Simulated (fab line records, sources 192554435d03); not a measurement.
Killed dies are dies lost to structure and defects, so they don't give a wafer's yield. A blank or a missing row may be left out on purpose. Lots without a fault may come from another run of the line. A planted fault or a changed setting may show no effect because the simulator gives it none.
Split-lot experiment | flow n5_finfet | 7 lots, 21 wafers read, on a route of 1938 steps

THE SPLIT
At N5_BEOL_M4_ETCH_70 (etches SOC in N2/H2, target depth 80 nm, overetch 24 nm, time 130 s), the setting source_w was moved away from the recipe's 840 W on 5 of the 21 wafers read, by -8.7% to +11.7%. The other wafers ran this setting at the recipe's value.

The reading is taken at the split's own step.

THE READING
rf_vpp_V, in V, at N5_BEOL_M4_ETCH_70 (etches SOC in N2/H2, target depth 80 nm, overetch 24 nm, time 130 s). Fault-free wafers of this fab line usually give 524.8 V, standard deviation 3 V.

wafer  | tool, chamber at the split | source_w as run, W | against the recipe | rf_vpp_V, V | against lot-mates on the recipe
L081.3 | rie_diel-03, 1             | 840                | recipe             | 526.3       | -
L081.4 | rie_diel-03, 3             | 840                | recipe             | 528.6       | -
L081.5 | rie_diel-03, 3             | 840                | recipe             | 529.2       | -
L082.1 | rie_diel-02, 2             | 840                | recipe             | 526.5       | -
L082.2 | rie_diel-02, 0             | 840                | recipe             | 525.6       | -
L082.5 | rie_diel-02, 2             | 840                | recipe             | 525.2       | -
L087.3 | rie_diel-03, 2             | 840                | recipe             | 527.8       | -
L087.4 | rie_diel-03, 1             | 929.2              | +10.6%             | 508.7       | -19.1
L087.5 | rie_diel-03, 3             | 840                | recipe             | 527.9       | -
L091.2 | rie_diel-02, 3             | 840                | recipe             | 525.0       | -
L091.5 | rie_diel-02, 3             | 840                | recipe             | 525.0       | -
L091.6 | rie_diel-02, 2             | 840                | recipe             | 523.4       | -
L089.2 | rie_diel-03, 1             | 767                | -8.7%              | 544.3       | +15.3
L089.4 | rie_diel-03, 3             | 767                | -8.7%              | 543.8       | +14.8
L089.6 | rie_diel-03, 3             | 840                | recipe             | 529.0       | -
L093.1 | rie_diel-02, 1             | 938.3              | +11.7%             | 507.8       | -18.4
L093.3 | rie_diel-02, 0             | 840                | recipe             | 525.1       | -
L093.5 | rie_diel-02, 1             | 840                | recipe             | 527.4       | -
L097.1 | rie_diel-03, 2             | 924.8              | +10.1%             | 511.1       | -15.5
L097.5 | rie_diel-03, 1             | 840                | recipe             | 525.4       | -
L097.6 | rie_diel-03, 2             | 840                | recipe             | 527.8       | -

THE FIT
A straight line over all 21 wafers: rf_vpp_V changes by -1.74 V for each +1% of source_w; r = -0.98; the points scatter about the line by 1.8 V.
The same after taking each lot's own level away (the mean of its wafers on the recipe; 21 wafers): -1.67 V for each +1%; r = -0.99; scatter 0.98 V.
On that fit, the largest move of source_w shifts the reading by 20 V.
The lots' own levels span 524.47 to 529.00 V, that is 1.5 times the standard deviation above.
So the lot-to-lot level changes the slope little: the two slopes agree.
Check: with one of the wafers moved furthest among these (+11.7%) left out of the fit, the line predicts -19.8 V for it against its lot-mates. It came out at -18.4 V against them.
Tool readings at the split's step, against how far the setting was moved: rf_vpp_V r = -0.98.

OTHER SPLITS ON THESE WAFERS
These wafers also went through other splits before the reading. Each is held against what the fit with the lots' levels taken away leaves over:
other split on the same wafers | wafers away from the commonest value | r with rf_vpp_V (lot level and that fit taken away)
N5_BEOL_M2_DESCUM_16 time_s    | 6                                    | +0.08
N5_BEOL_M2_COAT_76 spin_rpm    | 8                                    | -0.06
N5_BEOL_M2_DEP_57 time_s       | 7                                    | -0.39
N5_BEOL_M4_ILD_DEP_00 time_s   | 9                                    | +0.09
N5_BEOL_M4_EXPOSE_08 dose_mj   | 7                                    | +0.33

THE FILE'S OWN FIT
rf_vpp_V changes by -1.66 V for each +1% of source_w, r = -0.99.
